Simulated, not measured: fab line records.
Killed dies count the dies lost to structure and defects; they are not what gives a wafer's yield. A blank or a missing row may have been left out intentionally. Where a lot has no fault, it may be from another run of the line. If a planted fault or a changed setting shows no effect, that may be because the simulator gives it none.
What tool caused it?    flow nandHarc    24 lots, 72 wafers sampled, at 2 steps of a route of 1302

## WHAT THE GAUGES SHOWED, per wafer
NHARC_A_ONON_D2_THK_MEAS_02: measures by ellipsometry. Usual: 999 nm for thkNm, sd 10.
lot   measured      on            thkNm (nm)      flag
L074  day 12 00:10  filmMetro-02  1010 1007 1006  
L075  day 12 17:12  filmMetro-01  999 1000 1003   
L076  day 13 14:24  filmMetro-01  1010 1009 1010  
L077  day 13 14:17  filmMetro-02  991 993 993     
L078  day 14 05:07  filmMetro-01  1005 1003 1005  
L079  day 14 12:17  filmMetro-01  994 996 996     
L080  day 14 12:13  filmMetro-02  1000 1000 999   
L081  day 15 10:55  filmMetro-01  1023 1025 1024  
L082  day 15 17:19  filmMetro-01  997 998 997     
L083  day 15 23:07  filmMetro-02  1006 1004 1006  
L084  day 16 18:09  filmMetro-01  986 985 986     
L085  day 16 18:05  filmMetro-01  991 990 991     
L086  day 17 06:32  filmMetro-02  994 994 991     
L087  day 17 14:52  filmMetro-02  996 998 996     
L088  day 18 14:34  filmMetro-02  1004 1002 1002  
L089  day 18 14:22  filmMetro-01  1002 1002 1004  
L090  day 19 04:13  filmMetro-02  993 993 994     
L091  day 19 04:14  filmMetro-01  991 992 990     
L092  day 19 16:05  filmMetro-02  1019 1021 1018  
L093  day 20 13:49  filmMetro-01  996 994 994     
L094  day 20 19:36  filmMetro-02  982 983 982     
L095  day 21 06:46  filmMetro-01  988 987 988     
L096  day 21 15:08  filmMetro-02  1003 1001 1002  
L097  day 21 15:16  filmMetro-01  987 989 988     

## EACH LOT AND THE TOOL THAT RAN IT (in order: tool; ch and the chambers of the sampled wafers; start)
lot   NHARC_A_CHANNEL_FILL_D1_ALD_15
L074  aldSinBatch-02 ch 0, day 12 00:10 or earlier
L075  aldSinBatch-03 ch 0, day 12 17:12 or earlier
L076  aldSinBatch-03 ch 0, day 13 14:24 or earlier
L077  aldSinBatch-02 ch 0, day 13 14:17 or earlier
L078  aldSinBatch-02 ch 0, day 14 05:07 or earlier
L079  aldSinBatch-02 ch 0, day 14 12:17 or earlier
L080  aldSinBatch-02 ch 0, day 14 12:13 or earlier
L081  aldSinBatch-03 ch 0, day 15 10:55 or earlier
L082  aldSinBatch-03 ch 0, day 15 17:19 or earlier
L083  aldSinBatch-03 ch 0, day 15 23:07 or earlier
L084  aldSinBatch-01 ch 0, day 16 18:09 or earlier
L085  aldSinBatch-01 ch 0, day 16 18:05 or earlier
L086  aldSinBatch-01 ch 0, day 17 06:32 or earlier
L087  aldSinBatch-01 ch 0, day 17 14:52 or earlier
L088  aldSinBatch-01 ch 0, day 18 14:34 or earlier
L089  aldSinBatch-01 ch 0, day 18 14:22 or earlier
L090  aldSinBatch-03 ch 0, day 19 04:13 or earlier
L091  aldSinBatch-03 ch 0, day 19 04:14 or earlier
L092  aldSinBatch-02 ch 0, day 19 16:05 or earlier
L093  aldSinBatch-02 ch 0, day 20 13:49 or earlier
L094  aldSinBatch-02 ch 0, day 17 21:58
L095  aldSinBatch-03 ch 0, day 18 06:44
L096  aldSinBatch-02 ch 0, day 18 11:58
L097  aldSinBatch-03 ch 0, day 21 15:16 or earlier
- NHARC_A_CHANNEL_FILL_D1_ALD_15: deposits SiNx, target thk 2 nm, pulse time 60 s, ald cycles 19.

## AS READ BY THE TOOLS THEMSELVES (means over the sampled wafers that have a number; for cases with no such wafer, the mark the record gives instead)
NHARC_A_CHANNEL_FILL_D1_ALD_15. Usual: 1.000 for precursorPulseHeightRel, sd 0.019.
lot   tool            precursorPulseHeightRel  flag
L074  aldSinBatch-02  1.008                    
L075  aldSinBatch-03  1.005                    
L076  aldSinBatch-03  0.996                    
L077  aldSinBatch-02  0.987                    
L078  aldSinBatch-02  1.013                    
L079  aldSinBatch-02  0.994                    
L080  aldSinBatch-02  1.020                    
L081  aldSinBatch-03  0.994                    
L082  aldSinBatch-03  1.020                    
L083  aldSinBatch-03  0.973                    
L084  aldSinBatch-01  1.002                    
L085  aldSinBatch-01  1.008                    
L086  aldSinBatch-01  1.009                    
L087  aldSinBatch-01  0.988                    
L088  aldSinBatch-01  0.991                    
L089  aldSinBatch-01  1.007                    
L090  aldSinBatch-03  0.981                    
L091  aldSinBatch-03  0.981                    
L092  aldSinBatch-02  1.010                    
L093  aldSinBatch-02  0.998                    
L094  aldSinBatch-02  1.004                    
L095  aldSinBatch-03  1.001                    
L096  aldSinBatch-02  0.996                    
L097  aldSinBatch-03  0.999                    

## THE ANSWER, worked out from the rows above alone
Rule: lot off if the mean of its wafers having a number is beyond 3 standard deviations from the usual mean. A lot without any number at a reading at which 4 lots or more have one is off too. The other lots that the step has rows for count as sound. First the gauges in route order, then the tools' own readings, where a lot's mean is used as printed above. The first step at which some lot is off is used, and at that step the reading that is off furthest; a lot without a number counts as furthest.
Across all readings shown, no lot is off: no conclusion can be drawn from this.

## WHAT THE SIMULATOR HAD INSERTED
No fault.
